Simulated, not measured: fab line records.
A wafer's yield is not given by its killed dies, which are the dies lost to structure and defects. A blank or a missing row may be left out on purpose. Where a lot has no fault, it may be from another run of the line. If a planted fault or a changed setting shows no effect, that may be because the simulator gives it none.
fab line records	flow n5Finfet
[record] lots = 7	wafers = 39
route steps=1938 shown WELL_APT@55 STI_FIN_REVEAL@183 DUMMY_GATE@228 HKMG_FIN@386 BEOL_M4@1111
startH: hours from the record's first day to the start of the lot's first wafer shown	waitH: time in hours since the lot's previous step	" repeats the value in the row above	L1.1+2: a single row standing in for several wafers	- no value, or no start given	* or withheld: withheld	< > ~ a bound
route shown NAME@n: a module of which the file shows steps, and the number in the route of the first	usual: the fault-free wafers' mean and standard deviation	same: alike in all rows	chamber/n: place in a boat	sites: the reading at each site	_std_site: the values' standard deviation	_edge_site: mean of outer sites minus mean of inner sites	radiusMm: how far each site lies from the wafer's centre	mask NAME#n: copy n	behind: tool/chamber where the wafer was last shaped	hold: why the lot was held/for how many hours/how that ended	device: names the non-switching transistor (n, p or np)	end of line: at the end of the route, the tests of the same wafers	a step with no rows: only its recipe	killed: dies that structure and defects cost at the first sort, which is not the same as the wafer's yield	map: the dies of a wafer, with x for killed, . for not killed, _ for no die there
set.NAME: the setting that was run; set.NAME@STEP: the one run at that earlier step	model.NAME: the simulator's own value behind a step, which no gauge read
lots with deliberately changed settings; one table per step, one row per wafer
[[steps]]
[step N5_WELL_APT_EPI_41]
[recipe] material = Si	targetThkA = 500	tempC = 650	precursor = SiH4/H2	pressureTorr = 20	timeS = 297.7
[step N5_STI_FIN_REVEAL_ALD_00]
[recipe] material = SiO2	targetThkA = 10	tempC = 300	aldPrecursorFamily = BDEAS	aldCoReactant = O2-plasma	pulseTimeS = 1	pressureTorr = 2
[step N5_DUMMY_GATE_EXPOSE_12]
[recipe] maskId = GATE	na = 0.33	sourceShape = annular	sigmaInner = 0.2	sigmaOuter = 0.6	polarization = unpolarized	targetCdNm = 25	doseMj = 34
[step N5_DUMMY_GATE_ETCH_37]
[recipe] chemistry = N2/H2	target = SOC	targetDepthA = 600	overetchA = 300	tempC = 40	ionEnergyEv = 200	pressureMtorr = 30	sourceW = 840	biasW = 150	n2FlowSccm = 200	h2FlowSccm = 200
[step N5_DUMMY_GATE_ETCH_31]
[recipe] chemistry = C4F6/O2	target = SiO2	maskMaterial = SOC	targetDepthA = 825	timeS = 27.5	ionEnergyEv = 250	pressureMtorr = 30	sourceW = 345	biasW = 185	Ar_flow_sccm = 300	C4F6_flow_sccm = 10	O2_flow_sccm = 10
[step N5_DUMMY_GATE_ETCH_32]
[recipe] chemistry = CF4	target = SiO2	targetDepthA = 35	timeS = 3.9	ionEnergyEv = 350	pressureMtorr = 10	icpW = 800	biasW = 400	cf4FlowSccm = 80
[step N5_HKMG_FIN_HK_ALD_01]
[recipe] material = HfO2	targetThkA = 16	tempC = withheld	aldPrecursorFamily = HfCl4	aldCoReactant = H2O	pulseTimeS = 3	purgeTimeS = 3	coReactantPurgeTimeS = 2.5	coReactantPulseTimeS = 0.3	aldCycles = 30
[step N5_HKMG_FIN_ETCH_54]
[recipe] chemistry = CF4	target = SiARC	targetDepthA = 455	maskMaterial = CAR-ArF	timeS = 75.8	ionEnergyEv = 80	pressureMtorr = 40	sourceW = 545	biasW = 36	Ar_flow_sccm = 100	cf4FlowSccm = 100	ends = cleared
[step N5_HKMG_FIN_ETCH_32]
[recipe] chemistry = N2/H2	target = SOC	targetDepthA = 2400	tempC = 40	timeS = 300	ionEnergyEv = 200	maskMaterial = SiARC	pressureMtorr = 30	sourceW = 840	biasW = 150	n2FlowSccm = 200	h2FlowSccm = 200
[step N5_BEOL_M4_RC_MEAS_101]
[usual] CJ_N = 4.36/0.092	DIBL_N = 36.3/1.6	DIBL_P = 36.2/2.1	EOT_N = 10.54/0.11	EOT_P = 10.50/0.1	RS_PWELL = 3013/23
lot.wafer	tool	chamber	startH	waitH	set.targetThkA@WELL_APT_EPI_41	set.targetThkA@STI_FIN_REVEAL_ALD_00	set.doseMj@DUMMY_GATE_EXPOSE_12	set.sourceW@DUMMY_GATE_ETCH_37	set.targetDepthA@DUMMY_GATE_ETCH_31	set.timeS@DUMMY_GATE_ETCH_32	set.aldCycles@HKMG_FIN_HK_ALD_01	set.sourceW@HKMG_FIN_ETCH_54	set.biasW@HKMG_FIN_ETCH_32	CJ_N	DIBL_N[mV/V]	DIBL_P[mV/V]	EOT_N	EOT_P	RS_PWELL[ohm/sq]
L081.1	prober-01	0	204.72	0.0	473.2	9.307	31.61	840	825	3.9	30	478.1	172	4.63	32.4	31.1	10.55	10.41	3066
L081.2	"	0	"	"	500	9.307	34	840	825	4.502	34	478.1	150	4.31	36.2	36.1	10.88	10.79	2967
L081.3	"	0	"	"	473.2	10	34	840	723.9	3.9	34	545	172	4.54	35.1	34.2	11.06	10.82	3036
L081.4	"	0	"	"	500	10	34	695.8	723.9	3.9	30	545	150	4.25	33.5	32.5	10.68	10.51	2977
L081.5	"	0	"	"	473.2	10	31.61	695.8	825	4.502	34	545	172	4.55	32.1	31.4	10.90	10.86	3027
L081.6	"	0	"	"	500	9.307	31.61	695.8	723.9	4.502	30	478.1	150	4.37	30.5	28.7	10.57	10.61	2993
L084.1	prober-01	0	210.89	0.0	537.6	9.59	34	840	825	3.599	30	545	150	3.89	33.2	32.4	10.47	10.29	2967
L084.2	"	0	"	"	500	9.59	34.96	965.7	783.1	3.9	30	545	150	4.30	38.0	38.3	10.42	10.42	3040
L084.3	"	0	"	"	537.6	10	34	965.7	825	3.9	30	607.5	150	3.94	36.1	35.4	10.40	10.40	2977
L084.4	"	0	"	"	500	10	34.96	965.7	825	3.599	26	607.5	150	4.29	37.7	38.8	10.05	10.01	3027
L084.5	"	0	"	"	500	9.59	34	840	783.1	3.9	26	545	150	4.30	34.9	35.3	9.99	9.97	3037
L084.6	"	0	"	"	537.6	10	34.96	840	783.1	3.599	26	607.5	150	3.82	34.4	34.4	10.02	9.88	2970
L085.1	prober-01	0	222.25	0.0	537.2	9.247	32.37	840	825	4.43	30	545	150	4.08	36.5	34.2	10.78	10.52	2967
L085.2	"	0	"	"	537.2	9.247	34	840	825	3.9	30	592	140.7	3.91	35.2	33.8	10.62	10.60	2984
L085.3	"	0	"	"	500	10	34	840	825	3.9	30	545	140.7	4.44	37.7	36.7	10.56	10.45	3022
L085.4	"	0	"	"	537.2	10	34	840	825	4.43	30	592	150	4.04	37.3	35.5	10.67	10.38	2963
L085.5	"	0	"	"	500	10	32.37	840	825	4.43	30	545	140.7	4.49	33.0	29.9	10.62	10.48	3028
L085.6	"	0	"	"	500	9.247	32.37	840	825	3.9	30	592	150	4.46	33.9	31.0	10.72	10.64	3005
L086.1	prober-02	0	229.28	0.0	535.9	10	34	840	825	3.9	30	482.9	150	4.13	34.5	36.2	10.52	10.49	2982
L086.2	"	0	"	"	535.9	10	34	840	917.1	4.169	30	545	150	4.02	37.4	39.6	10.61	10.67	2951
L086.3	"	0	"	"	500	8.643	34	840	825	4.169	30	545	150	4.46	35.2	37.4	10.57	10.57	3016
L086.4	"	0	"	"	500	8.643	34	840	917.1	4.169	30	482.9	130.2	4.47	36.5	38.8	10.56	10.47	2995
L086.5	"	0	"	"	500	10	34	840	917.1	3.9	30	482.9	130.2	4.39	36.5	39.3	10.56	10.48	3059
L086.6	"	0	"	"	535.9	8.643	34	840	825	3.9	30	545	130.2	4.03	35.6	37.2	10.50	10.42	2968
L091.1	prober-02	0	253.81	0.0	500	10	34	840	825	3.9	30	545	150	4.36	36.2	33.6	10.56	10.65	3042
L091.2	"	0	"	"	500	10	34	840	825	3.9	30	545	150	4.40	38.2	35.8	10.50	10.52	3038
L091.6	"	0	"	"	500	10	34	840	825	3.9	30	545	150	4.38	35.9	32.7	10.53	10.53	3018
L089.1	prober-02	0	256.65	0.0	500	9.288	34	840	872.3	3.9	30	545	164.5	4.45	36.5	35.0	10.43	10.44	3032
L089.2	"	0	"	"	500	10	35.92	840	872.3	3.6	30	545	150	4.34	41.8	42.3	10.64	10.51	3028
L089.3	"	0	"	"	500	9.288	34	840	825	3.6	30	631	164.5	4.21	35.4	35.7	10.58	10.50	3016
L089.4	"	0	"	"	500	10	34	840	825	3.9	30	631	150	4.38	34.2	32.6	10.64	10.63	3023
L089.5	"	0	"	"	500	9.288	35.92	840	825	3.9	30	545	150	4.38	39.5	39.4	10.52	10.51	3014
L089.6	"	0	"	"	500	10	35.92	840	872.3	3.6	30	631	164.5	4.40	37.9	38.3	10.47	10.41	2985
L092.1	prober-01	0	261.67	0.0	500	10	31.83	840	825	3.9	30	545	150	4.13	35.6	35.6	10.25	10.31	2986
L092.2	"	0	"	"	470.9	10.7	34	840	825	3.9	30	545	138.2	4.59	37.6	38.2	10.59	10.59	3089
L092.3	"	0	"	"	470.9	10.7	31.83	840	825	3.9	34	483.5	138.2	4.60	37.8	37.1	10.95	11.00	3036
L092.4	"	0	"	"	470.9	10	34	840	825	3.9	34	483.5	138.2	4.65	37.6	37.1	10.80	10.91	3074
L092.5	"	0	"	"	500	10.7	31.83	840	825	3.9	30	483.5	150	4.12	35.5	35.2	10.47	10.40	3013
L092.6	"	0	"	"	500	10	34	840	825	3.9	34	545	150	4.29	39.0	38.5	10.86	10.92	2998
[[key]]
[split] step = N5_WELL_APT_EPI_41	setting = targetThkA	statedAs = 500
[response] step = N5_BEOL_M4_RC_MEAS_101	reading = CJ_N	slope = -0.0574	per = 1%	togetherWith = all	explained = 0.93
[response] step = N5_BEOL_M4_RC_MEAS_101	reading = RS_PWELL	slope = -8.26	per = 1%	togetherWith = all	explained = 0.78
[split] step = N5_STI_FIN_REVEAL_ALD_00	setting = targetThkA	statedAs = 10
response none clear
[split] step = N5_DUMMY_GATE_EXPOSE_12	setting = doseMj	statedAs = 34
[response] step = N5_BEOL_M4_RC_MEAS_101	reading = DIBL_P	slope = +0.673	per = 1%	togetherWith = all	explained = 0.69
[response] step = N5_BEOL_M4_RC_MEAS_101	reading = DIBL_N	slope = +0.511	per = 1%	togetherWith = all	explained = 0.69
[split] step = N5_DUMMY_GATE_ETCH_37	setting = sourceW	statedAs = 840
response none clear
[split] step = N5_DUMMY_GATE_ETCH_31	setting = targetDepthA	statedAs = 825
response none clear
[split] step = N5_DUMMY_GATE_ETCH_32	setting = timeS	statedAs = 3.9
response none clear
[split] step = N5_HKMG_FIN_HK_ALD_01	setting = aldCycles	statedAs = 30
[response] step = N5_BEOL_M4_RC_MEAS_101	reading = EOT_N	slope = +0.0309	per = 1%	togetherWith = all	explained = 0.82
[response] step = N5_BEOL_M4_RC_MEAS_101	reading = EOT_P	slope = +0.0322	per = 1%	togetherWith = all	explained = 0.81
[split] step = N5_HKMG_FIN_ETCH_54	setting = sourceW	statedAs = 545
response none clear
[split] step = N5_HKMG_FIN_ETCH_32	setting = biasW	statedAs = 150
response none clear
